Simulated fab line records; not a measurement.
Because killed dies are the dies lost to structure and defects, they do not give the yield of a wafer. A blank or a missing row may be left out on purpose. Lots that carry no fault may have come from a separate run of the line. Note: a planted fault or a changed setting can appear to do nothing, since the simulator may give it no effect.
fab line records ; flow n5-finfet
record: lots: 8; wafers: 24; last-day: 17
route steps=1938 shown MOL_CONTACT_COAG@606 BEOL_M4@1111
lots untouched by any fault: they come from a run of this same line in which no faults occurred
start-h: the number of hours between the record's first day and the start of the first shown wafer of the lot ; wait-h: hours elapsed since this lot's preceding step ; " unchanged from the row above ; L1.1+2: a single row standing in for several wafers ; - no value, or no start given ; * or withheld: withheld ; < > ~ a bound
route shown NAME@n: NAME is a module with steps in the file, n the number in the route of the first one ; usual: mean/standard deviation of fault-free wafers ; same: alike in all rows ; chamber/n: place in a boat ; sites: the reading at each site ; _std_site: their standard deviation ; _edge_site: inner sites' mean taken away from outer sites' mean ; radius-mm: how far each site lies from the wafer's centre ; mask NAME#n: copy n ; behind: tool/chamber where the wafer was last shaped ; hold: why the lot was held/for how many hours/how that ended ; device: whichever transistor did not switch (one of n, p or np) ; end of line: the route-end tests of the same wafers ; a step with no rows: only its recipe ; killed: at the first sort, the dies lost to defects and structure; wafer yield is something else ; map: shows each die of a wafer: x if killed, . if not, _ if none is there
set.NAME: the setting that was run; set.NAME@STEP: the one run at that earlier step ; model.NAME: the simulator's own value behind a step, which no gauge read
a sample of lots followed through the steps of the route, with each step as a table and each wafer as a row
services: the hour from which a tool's chamber was out of use, counted from the record's first day as start-h (under 0 if before that day), plus the number of hours and why
== steps ==
step: N5_MOL_CONTACT_COAG_ETCH_65
recipe: chemistry: N2/H2; target: underlayer; target-depth-a: 130; mask-material: CAR-EUV; time-s: 10.4; ion-energy-ev: 200; pressure-mtorr: 30; source-w: 840; bias-w: 150; n2-flow-sccm: 200; h2-flow-sccm: 200; ends: cleared
usual: chamber-pressure-mTorr: 30.001/0.028; drypump-motor-current-A: 5.8/0.5; etch-rf-on-time-s: 10.41/0.18; h2-flow-sccm: 200.1/0.58; oes-product-au: 0.66/0.05; rf-vpp-V: 524.9/1.7; showerhead-plenum-p-Torr: 2.58/0.063; throttle-valve-pct: 17.96/0.2
lot.wafer;tool;chamber;start-h;wait-h;chamber-pressure-mTorr;drypump-motor-current-A;etch-rf-on-time-s;h2-flow-sccm;oes-product-au;rf-hours-counter-h;rf-vpp-V;showerhead-plenum-p-Torr;throttle-valve-pct
L545.3;rie-diel-02;2;101.74;0.0;30.013;5.1;10.47;200.3;0.63;167;524.8;2.53;18.14
L545.5;rie-diel-02;2;101.74;0.0;29.953;5.1;10.49;200.8;0.63;-;523.8;2.53;18.14
L545.6;rie-diel-02;1;101.74;0.0;29.953;6.3;10.40;199.8;0.61;-;524.0;2.53;17.73
L546.3;rie-diel-06;0;102.34;0.0;29.986;6.4;10.59;200.1;0.61;172;525.3;2.53;18.23
L546.4;rie-diel-06;1;102.34;0.0;30.028;5.7;10.36;199.5;0.61;178;526.4;2.63;17.81
L546.6;rie-diel-06;0;102.34;0.0;30.013;6.4;10.55;199.6;0.61;-;522.7;2.53;18.22
L550.1;rie-diel-02;3;138.13;0.0;30.026;5.9;10.22;198.7;0.67;110;524.3;2.56;18.19
L550.3;rie-diel-02;1;138.13;0.0;30.011;6.3;10.57;200.6;0.60;214;523.7;2.53;17.74
L550.5;rie-diel-02;0;138.13;0.0;30.008;6.5;10.25;200.1;0.75;-;529.0;2.72;17.98
L553.1;rie-diel-06;3;148.08;0.0;30.033;5.7;10.37;200.3;0.72;77;523.5;2.57;17.93
L553.2;rie-diel-06;1;148.08;0.0;30.007;5.7;10.17;198.9;0.61;194;524.5;2.62;17.86
L553.3;rie-diel-06;0;148.08;0.0;29.973;6.4;10.42;199.0;0.61;188;523.2;2.52;18.25
L556.2;rie-diel-06;0;173.91;0.0;30.040;6.4;10.57;199.9;0.60;200;523.0;2.52;18.27
L556.4;rie-diel-06;2;173.91;0.0;30.060;5.5;10.58;200.0;0.66;115;524.9;2.56;17.81
L556.5;rie-diel-06;0;173.91;0.0;29.990;6.4;10.51;199.9;0.60;-;524.0;2.51;18.30
L565.1;rie-diel-06;1;225.00;0.0;29.983;5.7;10.34;200.2;0.58;222;525.2;2.61;17.89
L565.2;rie-diel-06;2;225.00;0.0;30.003;5.5;10.66;200.4;0.64;134;525.3;2.55;17.83
L565.3;rie-diel-06;0;225.00;0.0;29.965;6.4;10.47;200.9;0.59;220;523.2;2.51;18.32
L567.2;rie-diel-05;3;231.44;0.0;30.039;5.5;10.46;200.1;0.68;111;526.8;2.65;17.67
L567.4;rie-diel-05;0;231.44;0.0;29.995;5.5;9.97;200.3;0.67;139;524.3;2.53;17.98
L567.5;rie-diel-05;2;231.44;0.0;29.975;4.9;10.54;199.5;0.62;-;525.8;2.63;17.70
L568.1;rie-diel-02;3;235.16;0.0;29.989;5.9;10.50;200.4;0.63;140;522.9;2.55;18.25
L568.3;rie-diel-02;0;235.16;0.0;30.051;6.6;10.43;200.3;0.71;75;527.4;2.70;18.05
L568.5;rie-diel-02;0;235.16;0.0;30.010;6.6;10.44;199.7;0.71;-;525.2;2.70;18.02
step: N5_MOL_CONTACT_COAG_ETCH_66
recipe: chemistry: CF4; target: SiARC; target-depth-a: 130; mask-material: CAR-EUV; time-s: 21.7; ion-energy-ev: 80; pressure-mtorr: 40; source-w: 545; bias-w: 36; Ar_flow_sccm: 100; cf4-flow-sccm: 100; ends: cleared
usual: chamber-pressure-mTorr: 40.00/0.038; drypump-motor-current-A: 5.8/0.5; etch-rf-on-time-s: 21.6/0.35; oes-product-au: 0.66/0.05; rf-vpp-V: 184.5/0.96; showerhead-plenum-p-Torr: 2.17/0.043; throttle-valve-pct: 15.70/0.22
lot.wafer;tool;chamber;start-h;wait-h;chamber-pressure-mTorr;drypump-motor-current-A;etch-rf-on-time-s;oes-product-au;rf-hours-counter-h;rf-vpp-V;showerhead-plenum-p-Torr;throttle-valve-pct
L545.3;rie-diel-02;2;101.76;0.0;40.02;5.1;21.9;0.62;167;183.0;2.15;16.03
L545.5;rie-diel-02;2;101.76;0.0;39.94;5.1;21.9;0.63;-;184.0;2.15;16.03
L545.6;rie-diel-02;1;101.76;0.0;39.98;6.3;21.8;0.62;-;184.7;2.12;15.44
L546.3;rie-diel-06;0;102.36;0.0;40.00;6.4;22.0;0.62;172;186.2;2.13;15.90
L546.4;rie-diel-06;1;102.36;0.0;39.97;5.7;21.4;0.62;178;184.9;2.22;15.72
L546.6;rie-diel-06;0;102.36;0.0;40.01;6.4;21.8;0.62;-;184.9;2.14;15.88
L550.1;rie-diel-02;3;138.15;0.0;39.93;5.9;21.4;0.66;110;182.7;2.15;15.91
L550.3;rie-diel-02;1;138.15;0.0;39.97;6.2;21.9;0.61;214;183.8;2.12;15.46
L550.5;rie-diel-02;0;138.15;0.0;40.02;6.5;21.3;0.75;-;184.6;2.25;15.54
L553.1;rie-diel-06;3;148.10;0.0;40.00;5.7;21.5;0.72;77;185.3;2.17;15.67
L553.2;rie-diel-06;1;148.10;0.0;40.07;5.7;21.0;0.62;194;184.2;2.21;15.75
L553.3;rie-diel-06;0;148.10;0.0;40.10;6.4;21.4;0.61;188;185.4;2.13;15.93
L556.2;rie-diel-06;0;173.93;0.0;39.90;6.4;21.8;0.60;200;183.0;2.13;15.94
L556.4;rie-diel-06;2;173.93;0.0;40.03;5.5;21.6;0.67;115;185.4;2.16;15.53
L556.5;rie-diel-06;0;173.93;0.0;40.04;6.4;21.7;0.60;-;184.2;2.13;15.94
L565.1;rie-diel-06;1;225.02;0.0;39.97;5.7;21.3;0.59;222;186.0;2.20;15.83
L565.2;rie-diel-06;2;225.02;0.0;39.99;5.5;21.9;0.65;134;183.6;2.15;15.57
L565.3;rie-diel-06;0;225.02;0.0;39.97;6.4;21.6;0.59;220;183.6;2.12;15.99
L567.2;rie-diel-05;3;231.46;0.0;40.03;5.5;21.7;0.68;111;184.1;2.24;15.42
L567.4;rie-diel-05;0;231.46;0.0;39.94;5.5;20.7;0.66;139;183.2;2.15;15.89
L567.5;rie-diel-05;2;231.46;0.0;39.96;4.9;22.1;0.61;-;185.1;2.20;15.44
L568.1;rie-diel-02;3;235.18;0.0;40.01;5.9;21.5;0.63;140;182.4;2.14;15.94
L568.3;rie-diel-02;0;235.18;0.0;39.91;6.6;21.7;0.71;75;186.4;2.24;15.59
L568.5;rie-diel-02;0;235.18;0.0;39.99;6.5;21.6;0.71;-;185.6;2.24;15.60
step: N5_MOL_CONTACT_COAG_ETCH_48
recipe: chemistry: C4F6/O2; target-depth-a: 150; overetch-a: 45; mask-material: SOC; target: SiOC; bias-w: 465; pressure-mtorr: 10; time-s: 17; source-w: 335; Ar_flow_sccm: 300; C4F6_flow_sccm: 10; O2_flow_sccm: 10; ion-energy-ev: 576
usual: chamber-pressure-mTorr: 9.999/0.0098; drypump-motor-current-A: 5.8/0.49; oes_ar_750_au: 0.77/0.056; oes_f_703_au: 0.78/0.057; oes-product-au: 0.65/0.057; rf-vpp-V: 1574/33; showerhead-plenum-p-Torr: 2.88/0.051; throttle-valve-pct: 40.8/0.54
lot.wafer;tool;chamber;start-h;wait-h;chamber-pressure-mTorr;drypump-motor-current-A;oes_ar_750_au;oes_f_703_au;oes-product-au;rf-hours-counter-h;rf-vpp-V;showerhead-plenum-p-Torr;throttle-valve-pct
L545.3;rie-diel-05;1;102.43;0.0;9.987;6.2;0.87;0.87;0.79;53;1623;2.90;41.4
L545.5;rie-diel-05;1;102.43;0.0;10.001;6.2;0.88;0.87;0.71;-;1623;2.90;41.4
L545.6;rie-diel-05;0;102.43;0.0;9.999;5.5;0.81;0.82;0.66;-;1611;2.88;40.9
L546.3;rie-diel-02;3;103.06;0.0;9.999;5.9;0.80;0.82;0.69;99;1520;2.86;40.6
L546.4;rie-diel-02;2;103.06;0.0;9.985;5.1;0.73;0.73;0.68;168;1555;2.86;41.5
L546.6;rie-diel-02;1;103.06;0.0;9.995;6.3;0.72;0.71;0.63;-;1572;2.82;40.7
L550.1;rie-diel-02;1;138.64;0.0;10.018;6.3;0.72;0.71;0.60;214;1573;2.82;40.7
L550.3;rie-diel-02;0;138.64;0.0;10.003;6.6;0.87;0.89;0.71;44;1574;2.98;40.2
L550.5;rie-diel-02;3;138.64;0.0;9.999;5.9;0.79;0.81;0.63;-;1518;2.86;40.6
L553.1;rie-diel-06;2;148.59;0.0;10.009;5.5;0.80;0.80;0.71;103;1546;2.87;40.6
L553.2;rie-diel-06;3;148.59;0.0;10.009;5.7;0.83;0.84;0.69;77;1608;2.90;41.3
L553.3;rie-diel-06;0;148.59;0.0;9.997;6.4;0.72;0.73;0.60;188;1543;2.82;41.5
L556.2;rie-diel-05;2;174.79;0.0;10.008;4.9;0.73;0.73;0.63;184;1618;2.93;39.8
L556.4;rie-diel-05;1;174.79;0.0;10.013;6.2;0.84;0.83;0.72;83;1622;2.88;41.5
L556.5;rie-diel-05;2;174.79;0.0;9.987;4.9;0.73;0.72;0.63;-;1619;2.93;39.8
L565.1;rie-diel-05;2;225.62;0.0;9.990;4.9;0.72;0.71;0.57;202;1619;2.92;39.8
L565.2;rie-diel-05;1;225.62;0.0;9.998;6.2;0.81;0.81;0.68;102;1620;2.88;41.4
L565.3;rie-diel-05;0;225.62;0.0;9.999;5.5;0.77;0.77;0.62;136;1610;2.86;40.9
L567.2;rie-diel-05;2;231.94;0.0;9.998;4.9;0.71;0.71;0.62;204;1618;2.92;39.9
L567.4;rie-diel-05;3;231.94;0.0;9.999;5.4;0.79;0.81;0.62;111;1566;2.96;40.3
L567.5;rie-diel-05;3;231.94;0.0;9.997;5.5;0.80;0.81;0.66;-;1567;2.96;40.3
L568.1;rie-diel-06;3;235.82;0.0;10.000;5.7;0.81;0.81;0.68;108;1607;2.88;41.3
L568.3;rie-diel-06;2;235.82;0.0;10.009;5.5;0.76;0.76;0.63;140;1544;2.85;40.6
L568.5;rie-diel-06;3;235.82;0.0;9.997;5.7;0.81;0.81;0.69;-;1608;2.88;41.3
step: N5_MOL_CONTACT_COAG_CVD_140
recipe: material: W; target-thk-a: 665; mode: selective-fill; temp-c: 300; time-s: 215
usual: heater-power-outer-w: 275/26; heater-power-w: 484/30; run-length-s: 286.03/0.29
lot.wafer;tool;chamber;start-h;wait-h;heater-power-outer-w;heater-power-w;run-length-s
L545.3;cvd-w-02;0;102.92;0.1;245;470;285.78
L545.5;cvd-w-02;1;102.92;0.1;301;505;285.91
L545.6;cvd-w-02;0;102.92;0.1;239;472;286.02
L546.3;cvd-w-01;0;103.55;0.1;266;438;286.77
L546.4;cvd-w-01;1;103.55;0.1;298;510;285.68
L546.6;cvd-w-01;1;103.55;0.1;292;512;286.03
L550.1;cvd-w-01;1;139.05;0.1;298;515;285.94
L550.3;cvd-w-01;1;139.05;0.1;294;517;285.81
L550.5;cvd-w-01;1;139.05;0.1;291;524;285.96
L553.1;cvd-w-01;1;149.00;0.1;291;508;439.50
L553.2;cvd-w-01;0;149.00;0.1;274;440;439.32
L553.3;cvd-w-01;1;149.00;0.1;294;533;439.24
L556.2;cvd-w-01;0;175.23;0.1;269;438;439.74
L556.4;cvd-w-01;1;175.23;0.1;298;519;439.01
L556.5;cvd-w-01;0;175.23;0.1;272;461;440.11
L565.1;cvd-w-01;1;226.03;0.1;308;528;286.04
L565.2;cvd-w-01;0;226.03;0.1;276;437;286.77
L565.3;cvd-w-01;1;226.03;0.1;288;522;285.69
L567.2;cvd-w-01;1;232.36;0.1;293;509;285.78
L567.4;cvd-w-01;1;232.36;0.1;290;523;285.85
L567.5;cvd-w-01;1;232.36;0.1;304;508;285.94
L568.1;cvd-w-01;1;236.27;0.1;294;539;285.90
L568.3;cvd-w-01;0;236.27;0.1;278;446;285.82
L568.5;cvd-w-01;1;236.27;0.1;295;521;285.72
step: N5_BEOL_M4_RC_MEAS_101
usual: DIBL_N: 35.9/1.6; DIBL_P: 35.6/2.1; IOFF_N: 0.149/0.029; IOFF_P: 0.20/0.033; ION_N: 671/11; ION_P: 460/7.3; SS_N: 71.4/0.62; SS_P: 73.2/0.65; VT_N: 251/3.1; VT_P: -251/3.4
lot.wafer;tool;chamber;start-h;wait-h;DIBL_N[mV/V];DIBL_P[mV/V];IOFF_N[nA/um];IOFF_P[nA/um];ION_N[uA/um];ION_P[uA/um];SS_N[mV/dec];SS_P[mV/dec];VT_N[mV];VT_P[mV]
L545.3;prober-02;0;165.61;0.3;35.4;33.8;0.133;0.15;662;445;70.8;72.5;251;-258
L545.5;prober-02;0;165.61;0.3;34.5;34.4;0.124;0.15;656;451;70.5;72.7;254;-256
L545.6;prober-02;0;165.61;0.3;34.0;34.4;0.116;0.16;655;453;69.8;72.6;254;-257
L546.3;prober-01;0;166.34;0.3;36.1;35.7;0.154;0.20;668;459;71.1;73.1;253;-249
L546.4;prober-01;0;166.34;0.3;36.0;36.3;0.150;0.22;666;460;71.1;73.1;252;-248
L546.6;prober-01;0;166.34;0.3;34.9;33.9;0.130;0.18;672;459;70.7;73.0;253;-252
L550.1;prober-02;0;199.72;0.0;35.4;33.4;0.133;0.18;668;459;70.8;72.8;251;-251
L550.3;prober-02;0;199.72;0.0;34.4;31.4;0.114;0.15;664;456;71.0;72.5;254;-254
L550.5;prober-02;0;199.72;0.0;36.6;34.7;0.152;0.19;677;459;71.3;73.8;250;-251
L553.1;prober-01;0;209.04;0.0;36.0;38.9;0.162;0.24;676;477;70.3;73.6;250;-247
L553.2;prober-01;0;209.04;0.0;36.4;37.9;0.158;0.22;681;468;71.3;73.6;248;-248
L553.3;prober-01;0;209.04;0.0;36.3;38.7;0.175;0.24;704;480;71.8;73.8;248;-245
L556.2;prober-01;0;236.49;0.2;37.3;35.7;0.166;0.25;657;460;72.1;73.9;250;-248
L556.4;prober-01;0;236.49;0.2;34.3;32.8;0.124;0.20;670;469;70.5;72.4;252;-249
L556.5;prober-01;0;236.49;0.2;36.1;35.5;0.151;0.24;660;459;71.3;73.4;250;-249
L565.1;prober-01;0;283.36;0.0;35.7;34.9;0.132;0.20;672;465;72.0;73.4;254;-250
L565.2;prober-01;0;283.36;0.0;33.7;32.6;0.110;0.17;651;454;70.9;72.2;254;-249
L565.3;prober-01;0;283.36;0.0;36.3;35.9;0.150;0.21;664;453;71.7;73.2;252;-248
L567.2;prober-02;0;300.61;0.2;36.8;35.2;0.157;0.21;681;468;70.7;73.0;253;-250
L567.4;prober-02;0;300.61;0.2;38.7;38.1;0.199;0.26;683;467;71.9;73.8;245;-244
L567.5;prober-02;0;300.61;0.2;39.1;38.4;0.213;0.27;697;475;72.5;74.2;244;-248
L568.1;prober-02;0;303.75;0.0;34.6;34.7;0.133;0.19;665;458;71.8;72.8;251;-251
L568.3;prober-02;0;303.75;0.0;34.9;33.6;0.135;0.16;679;461;71.3;72.4;252;-253
L568.5;prober-02;0;303.75;0.0;35.7;34.8;0.154;0.19;681;459;71.5;73.6;250;-249
== services ==
tool;chamber;start-h;hours;kind
rie-diel-06;3;91.74;2.4;repair
cvd-w-01;-;137.73;0.8;repair
cvd-w-02;1;156.50;12.8;repair
rie-diel-02;-;156.72;16.8;repair
rie-diel-06;1;161.09;4.9;repair
rie-diel-05;2;164.28;5.6;repair
cvd-w-01;0;188.47;5.4;repair
cvd-w-02;1;210.55;1.6;repair
rie-diel-06;3;211.16;15.1;repair
rie-diel-02;2;226.34;13.2;repair
rie-diel-06;1;233.21;4.6;repair
== key ==
first-sign: step: N5_MOL_CONTACT_COAG_CVD_140; reading: run-length-s; direction: up; sigmas: 99+; usual: *; struck: *
effect none on later readings
met-at N5_MOL_CONTACT_COAG_CVD_140
struck-lots L553,L556
not-acting-at N5_MOL_CONTACT_COAG_ETCH_65,N5_MOL_CONTACT_COAG_ETCH_66,N5_MOL_CONTACT_COAG_ETCH_48
onset-between 139.05 149.00
fault: kind: process-parameter-drift; tool: cvd-w-01; chamber: -; onset-h: 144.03; steps: N5_MOL_CONTACT_COAG_CVD_140; channel: time-s; offset: *; shape: step; end-h: 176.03; acts-in: *; stated: *
